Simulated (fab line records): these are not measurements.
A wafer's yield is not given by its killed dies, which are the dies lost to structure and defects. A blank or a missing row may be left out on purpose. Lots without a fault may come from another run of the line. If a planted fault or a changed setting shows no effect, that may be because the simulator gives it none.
Lot-split experiment -- flow n5-finfet -- 21 wafers read across 7 lots, on a route 1938 steps long

== ABOUT THE SPLIT ==
At N5_MOL_CONTACT_COAG_PECVD_31 (deposits SiO2 from TEOS/O2, target thk 46 nm, time 8.9 s), the setting temp-c was moved away from the recipe's 400 C on 5 of the 21 wafers read, by -4.0% to +4.1%. All remaining wafers had this setting at the recipe value.

== FROM THE SPLIT TO THE READING: what the file shows between them, 4 steps ==
- N5_MOL_CONTACT_COAG_COAT_75: time 60 s, resist thk 60 nm
- N5_MOL_CONTACT_COAG_COAT_76: time 60 s, resist thk 10 nm
- N5_MOL_CONTACT_COAG_ETCHBACK_135: etches SiO2 in CHF3, target depth 25 nm, time 16.7 s
- N5_MOL_CONTACT_COAG_STRIP_118: strips in CHF3

== THE READING ==
etch.depth-nm (the simulator's own value, which no gauge read), in nm, at N5_MOL_CONTACT_COAG_VIA_ETCH_46 (etches SiO2 in C4F6/O2, target depth 46 nm, overetch 9.2 nm, time 40 s). The file gives no usual value for it. Average 46.24 nm, standard deviation 0.47 nm, over the 16 wafers here run with the recipe.

wafer,"tool, chamber at the split","temp-c as run, C",against the recipe,"etch.depth-nm, nm",against lot-mates on the recipe
L074.2,"pecvd-01, 0",400,recipe,45.83,-
L074.4,"pecvd-01, 2",400,recipe,46.43,-
L074.5,"pecvd-01, 1",400,recipe,46.62,-
L076.1,"pecvd-03, 0",400,recipe,46.16,-
L076.6,"pecvd-03, 0",400,recipe,46.16,-
L076.2,"pecvd-03, 1",390.9,-2.3%,48.15,+1.99
L077.2,"pecvd-01, 1",400,recipe,46.46,-
L077.4,"pecvd-01, 0",400,recipe,46.26,-
L077.6,"pecvd-01, 2",410.1,+2.5%,44.23,-2.13
L082.2,"pecvd-04, 1",383.8,-4.0%,50.74,+4.27
L082.3,"pecvd-04, 0",400,recipe,45.59,-
L082.4,"pecvd-04, 1",400,recipe,47.34,-
L083.1,"pecvd-04, 1",400,recipe,46.16,-
L083.3,"pecvd-04, 2",400,recipe,46.49,-
L083.4,"pecvd-04, 0",400,recipe,46.83,-
L090.1,"pecvd-03, 0",416.3,+4.1%,40.47,-5.38
L090.2,"pecvd-03, 2",416.3,+4.1%,39.85,-6.00
L090.6,"pecvd-03, 1",400,recipe,45.85,-
L095.1,"pecvd-01, 0",400,recipe,45.35,-
L095.4,"pecvd-01, 1",400,recipe,46.39,-
L095.6,"pecvd-01, 0",400,recipe,45.91,-

FIT RESULTS
A straight line over all 21 wafers: etch.depth-nm changes by -1.25 nm for each +1% of temp-c; r = -0.96; the points scatter about the line by 0.65 nm.
The same after taking each lot's own level away (the mean of its wafers on the recipe; 21 wafers): -1.2 nm for each +1%; r = -0.97; scatter 0.54 nm.
That fit puts the effect of the largest move of temp-c on the reading at 4.9 nm.
The span of the lots' own levels, 45.850 to 46.493 nm, comes to 1.4 times the standard deviation stated above.
So the lot-to-lot level changes the slope little: the two slopes agree.
Check: -4.8 nm against its lot-mates is what the line predicts for one of the wafers moved furthest among these (+4.1%) when that wafer is left out of the fit. It came out at -5.38 nm against them.

== THE WHOLE CHAIN: every reading that the file lists as answering this split, in the file's order ==
step,what it does,reading,change (the file's fit),r (the file's)
N5_MOL_CONTACT_COAG_PECVD_31,"deposits SiO2 from TEOS/O2, target thk 46 nm, time 8.9 s","SiO2_of_MOL_CONTACT_COAG_PECVD_31.thk-nm (the simulator's own value, which no gauge read)",-1.13 nm for each +1% of the setting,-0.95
N5_MOL_CONTACT_COAG_VIA_ETCH_46,"etches SiO2 in C4F6/O2, target depth 46 nm, overetch 9.2 nm, time 40 s","etch.depth-nm (the simulator's own value, which no gauge read)",-1.13 nm for each +1% of the setting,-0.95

== THE FILE'S OWN FIT ==
etch.depth-nm changes by -1.13 nm for each +1% of temp-c, r = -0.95.
